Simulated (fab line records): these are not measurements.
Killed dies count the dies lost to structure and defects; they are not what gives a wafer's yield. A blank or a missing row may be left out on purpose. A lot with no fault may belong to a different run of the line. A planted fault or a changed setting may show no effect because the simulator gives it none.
Which tool was responsible? + flow n5 finfet + 30 wafers from 10 lots sampled at 5 of the route's 1938 steps

WHAT EACH GAUGE READ, for each wafer
N5_MOL_CONTACT_COAG_CD_MEAS_40: the cd target is 25.1 nm. Usual: cd nm at 25.02 nm, with a standard deviation of 0.25.
| lot  | measured     | on        | cd nm (nm)        | flag |
|------|--------------|-----------|-------------------|------|
| L746 | day 5 16:36  | cd sem-02 | 24.69 24.97 24.63 |      |
| L748 | day 5 19:57  | cd sem-01 | 24.88 24.56 25.50 |      |
| L749 | day 6 05:26  | cd sem-02 | 24.89 24.69 24.87 |      |
| L751 | day 6 14:43  | cd sem-03 | 25.11 25.31 24.73 |      |
| L756 | day 7 20:10  | cd sem-03 | 24.89 24.90 25.58 |      |
| L758 | day 8 13:08  | cd sem-02 | 25.02 25.07 25.36 |      |
| L764 | day 10 06:33 | cd sem-02 | 25.10 25.21 25.02 |      |
| L765 | day 10 06:53 | cd sem-02 | 25.14 24.85 24.82 |      |
| L766 | day 10 08:23 | cd sem-01 | 24.72 25.24 25.11 |      |
| L767 | day 10 21:39 | cd sem-01 | 25.05 25.27 25.37 |      |

N5_MOL_CONTACT_COAG_OVL_MEAS_41. Usual: VD_OVL gives -0.2 nm (standard deviation 0.6).
| lot  | measured     | on         | VD_OVL (nm)    | flag |
|------|--------------|------------|----------------|------|
| L746 | day 5 16:38  | overlay-02 | -0.8 -0.2 -1.2 |      |
| L748 | day 5 19:59  | overlay-01 | -0.2 0.7 0.0   |      |
| L749 | day 6 05:28  | overlay-02 | 0.5 0.9 0.9    |      |
| L751 | day 6 14:45  | overlay-02 | -0.1 1.1 0.2   |      |
| L756 | day 7 20:11  | overlay-02 | -0.5 -0.7 0.5  |      |
| L758 | day 8 13:10  | overlay-02 | 0.6 0.2 0.5    |      |
| L764 | day 10 06:35 | overlay-02 | -1.2 -1.6 -0.8 |      |
| L765 | day 10 06:55 | overlay-01 | 0.7 -0.7 0.1   |      |
| L766 | day 10 08:25 | overlay-01 | -0.3 -0.3 -0.8 |      |
| L767 | day 10 21:41 | overlay-01 | -0.1 0.9 0.2   |      |

N5_BEOL_M4_RC_MEAS_101. Usual: DIBL_N 36.1 mV/V, standard deviation 2; DIBL_P 36.3 mV/V, standard deviation 2.5; IOFF_N 0.16 nA/um, standard deviation 0.037; IOFF_P 0.21 nA/um, standard deviation 0.039; ION_N 678 uA/um, standard deviation 15; ION_P 465 uA/um, standard deviation 8.7; SS_N 71.4 mV/dec, standard deviation 0.7; SS_P 73.3 mV/dec, standard deviation 0.74; VT_N 249 mV, standard deviation 3.6; VT_P -250.0 mV, standard deviation 2.9.
| lot  | measured     | on        | DIBL_N (mV/V)  | DIBL_P (mV/V)  | IOFF_N (nA/um) | IOFF_P (nA/um) | ION_N (uA/um) | ION_P (uA/um) | SS_N (mV/dec)  | SS_P (mV/dec)  | VT_N (mV)   | VT_P (mV)            | flag |
|------|--------------|-----------|----------------|----------------|----------------|----------------|---------------|---------------|----------------|----------------|-------------|----------------------|------|
| L746 | day 8 10:25  | prober-02 | 38.3 35.3 35.2 | 39.1 35.5 36.0 | 0.24 0.16 0.16 | 0.29 0.22 0.23 | 711 670 671   | 482 465 465   | 71.9 71.7 71.8 | 73.6 71.8 72.8 | 241 249 245 | -245.8 -248.4 -249.0 |      |
| L748 | day 8 13:13  | prober-02 | 33.3 36.9 33.6 | 30.4 35.9 30.2 | 0.09 0.14 0.09 | 0.15 0.21 0.14 | 643 684 642   | 452 470 443   | 70.6 71.0 70.6 | 72.3 72.7 71.8 | 257 250 258 | -252.8 -250.1 -255.9 |      |
| L749 | day 9 03:50  | prober-01 | 37.2 39.2 38.7 | 35.6 36.4 36.8 | 0.17 0.20 0.18 | 0.23 0.25 0.26 | 688 681 688   | 472 459 473   | 71.7 72.3 72.6 | 74.1 73.8 73.2 | 249 247 249 | -251.1 -249.6 -251.2 |      |
| L751 | day 9 06:28  | prober-01 | 34.8 34.5 38.4 | 35.2 35.1 40.7 | 0.14 0.13 0.21 | 0.18 0.17 0.27 | 687 670 687   | 470 459 472   | 71.5 71.3 72.4 | 72.7 73.1 74.3 | 251 251 244 | -250.1 -251.9 -245.6 |      |
| L756 | day 11 15:52 | prober-01 | 34.2 35.7 39.3 | 32.9 34.2 38.5 | 0.12 0.14 0.20 | 0.19 0.20 0.28 | 666 675 667   | 463 466 456   | 70.9 71.2 73.3 | 72.2 73.9 73.9 | 253 252 247 | -250.1 -249.2 -248.1 |      |
| L758 | day 12 11:16 | prober-02 | 38.2 39.7 39.1 | 39.3 41.3 40.2 | 0.20 0.26 0.21 | 0.22 0.26 0.24 | 691 715 680   | 468 482 459   | 72.0 72.2 72.0 | 73.3 74.2 74.2 | 247 241 245 | -249.6 -246.2 -248.8 |      |
| L764 | day 13 20:16 | prober-02 | 34.5 38.5 34.3 | 35.3 40.9 35.2 | 0.15 0.22 0.13 | 0.20 0.27 0.19 | 690 704 660   | 476 481 453   | 71.0 71.8 70.8 | 72.5 73.7 72.5 | 249 245 252 | -250.5 -248.8 -249.1 |      |
| L765 | day 14 06:47 | prober-02 | 37.0 35.6 33.9 | 35.8 35.0 33.2 | 0.17 0.15 0.13 | 0.23 0.20 0.20 | 676 675 679   | 458 466 471   | 71.6 71.8 70.7 | 73.8 73.3 73.0 | 248 250 252 | -251.4 -247.7 -248.3 |      |
| L766 | day 13 18:04 | prober-02 | 36.8 38.5 35.2 | 38.6 39.9 34.9 | 0.19 0.21 0.15 | 0.22 0.22 0.16 | 713 685 671   | 477 455 451   | 71.3 72.0 70.6 | 74.0 74.3 72.9 | 245 248 252 | -247.3 -252.6 -256.1 |      |
| L767 | day 14 13:26 | prober-01 | 39.8 36.3 37.8 | 41.0 37.9 38.1 | 0.25 0.17 0.21 | 0.31 0.25 0.24 | 702 687 689   | 476 474 460   | 72.3 71.1 72.4 | 74.4 74.2 74.1 | 242 246 244 | -245.9 -244.9 -248.1 |      |

WHICH TOOL RAN EACH LOT (tool, then ch and the chambers of the sampled wafers, then the start)
| lot  | N5_MOL_CONTACT_COAG_ALD_133       | N5_MOL_CONTACT_COAG_ETCHBACK_136   |
|------|-----------------------------------|------------------------------------|
| L746 | ald sin-03 ch 0,1,2, day 5 16:52  | rie diel-06 ch 0,1, day 5 17:13    |
| L748 | ald sin-01 ch 0,1,3, day 5 20:13  | rie diel-06 ch 0,1,2, day 5 20:31  |
| L749 | ald sin-03 ch 0,2, day 6 05:41    | rie diel-04 ch 0,1,2, day 6 06:11  |
| L751 | ald sin-04 ch 0,1,2, day 6 14:59  | rie diel-06 ch 0,1,3, day 6 15:17  |
| L756 | ald sin-01 ch 0,1,2, day 7 20:50  | rie diel-05 ch 0,1, day 7 21:27    |
| L758 | ald sin-01 ch 1,2,3, day 8 13:55  | rie diel-05 ch 0,1,2, day 8 14:26  |
| L764 | ald sin-01 ch 1,2, day 10 06:48   | rie diel-06 ch 0,3, day 10 07:07   |
| L765 | ald sin-01 ch 1,2, day 10 07:08   | rie diel-05 ch 0,1,3, day 10 07:26 |
| L766 | ald sin-04 ch 0,1,3, day 10 08:44 | rie diel-06 ch 0,2,3, day 10 09:03 |
| L767 | ald sin-01 ch 2,3, day 10 22:08   | rie diel-04 ch 0,2,3, day 10 22:35 |
- N5_MOL_CONTACT_COAG_ALD_133: deposits SiO2, target thk 5 nm, pulse time 1 s, co reactant pulse time 1 s.
- N5_MOL_CONTACT_COAG_ETCHBACK_136: etches SiO2 in CHF3, target depth 25 nm, time 16.7 s.

AS READ BY THE TOOLS THEMSELVES (means over the sampled wafers that have a number; for cases with no such wafer, the mark the record gives instead)
N5_MOL_CONTACT_COAG_ALD_133. Usual: heater power w 80 W, standard deviation 8.1; precursor pulse height rel 0.999, standard deviation 0.02.
| lot  | tool       | heater power w (W) | precursor pulse height rel | flag |
|------|------------|--------------------|----------------------------|------|
| L746 | ald sin-03 | 84                 | 1.008                      |      |
| L748 | ald sin-01 | 78                 | 1.001                      |      |
| L749 | ald sin-03 | 81                 | 1.003                      |      |
| L751 | ald sin-04 | 85                 | 1.009                      |      |
| L756 | ald sin-01 | 82                 | 1.005                      |      |
| L758 | ald sin-01 | 80                 | 1.003                      |      |
| L764 | ald sin-01 | 91                 | 1.033                      |      |
| L765 | ald sin-01 | 90                 | 0.988                      |      |
| L766 | ald sin-04 | 79                 | 1.004                      |      |
| L767 | ald sin-01 | 80                 | 1.017                      |      |

N5_MOL_CONTACT_COAG_ETCHBACK_136. Usual: CHF3_flow_sccm 50.04 sccm, standard deviation 0.15; bias w 170.0 W, standard deviation 0.51; drypump motor current A 5.8 A, standard deviation 0.43; mfc ar sccm 199.9 sccm, standard deviation 0.64; oes_ar_750_au 0.79 a.u., standard deviation 0.097; oes product au 0.79 a.u., standard deviation 0.11; rf fwd power W 599 W, standard deviation 3.6; rf vpp V 528 V, standard deviation 21; showerhead plenum p Torr 2.40 Torr, standard deviation 0.059; throttle valve pct 18.69 %, standard deviation 0.25.
| lot  | tool        | CHF3_flow_sccm (sccm) | bias w (W) | drypump motor current A (A) | mfc ar sccm (sccm) | oes_ar_750_au (a.u.) | oes product au (a.u.) | rf fwd power W (W) | rf vpp V (V) | showerhead plenum p Torr (Torr) | throttle valve pct (%) | flag |
|------|-------------|-----------------------|------------|-----------------------------|--------------------|----------------------|-----------------------|--------------------|--------------|---------------------------------|------------------------|------|
| L746 | rie diel-06 | 50.08                 | 169.8      | 6.1                         | 200.0              | 0.71                 | 0.71                  | 595                | 531          | 2.41                            | 18.81                  |      |
| L748 | rie diel-06 | 50.05                 | 169.8      | 6.1                         | 200.2              | 0.71                 | 0.70                  | 599                | 534          | 2.39                            | 18.81                  |      |
| L749 | rie diel-04 | 49.97                 | 170.6      | 5.5                         | 200.6              | 0.75                 | 0.75                  | 600                | 537          | 2.46                            | 18.84                  |      |
| L751 | rie diel-06 | 49.99                 | 170.0      | 5.8                         | 200.3              | 0.79                 | 0.78                  | 597                | 520          | 2.39                            | 18.65                  |      |
| L756 | rie diel-05 | 49.96                 | 169.8      | 5.9                         | 199.8              | 0.88                 | 0.90                  | 600                | 527          | 2.40                            | 18.46                  |      |
| L758 | rie diel-05 | 49.99                 | 169.8      | 5.7                         | 199.5              | 0.84                 | 0.86                  | 598                | 533          | 2.41                            | 18.54                  |      |
| L764 | rie diel-06 | -                     | -          | -                           | -                  | -                    | -                     | -                  | -            | -                               | -                      | OFF  |
| L765 | rie diel-05 | -                     | -          | -                           | -                  | -                    | -                     | -                  | -            | -                               | -                      | OFF  |
| L766 | rie diel-06 | -                     | -          | -                           | -                  | -                    | -                     | -                  | -            | -                               | -                      | OFF  |
| L767 | rie diel-04 | 50.02                 | 169.7      | 5.5                         | 199.9              | 0.81                 | 0.81                  | 600                | 524          | 2.42                            | 18.82                  |      |

THE ANSWER, worked out from the rows above alone
Rule: a lot is off if the mean of its wafers that have a number lies more than 3 standard deviations from the usual mean. A lot without any number at a reading at which 4 lots or more have one is off too. Any other lot the step has rows for is counted as sound. First the gauges in route order, then the tools' own readings, where a lot's mean is used as printed above. At the first step where some lot is off, the reading lying furthest off is the one used; lots without a number count as furthest.
Off: L764, L765, L766, at N5_MOL_CONTACT_COAG_ETCHBACK_136 (CHF3_flow_sccm). Without a number there: L764, L765, L766.
A tool fits if, at that step or a process step before it, it ran every lot that is off, and no sound lot after the first of them. Of those tried, none fits.

WHAT WAS PUT IN BY THE SIMULATOR
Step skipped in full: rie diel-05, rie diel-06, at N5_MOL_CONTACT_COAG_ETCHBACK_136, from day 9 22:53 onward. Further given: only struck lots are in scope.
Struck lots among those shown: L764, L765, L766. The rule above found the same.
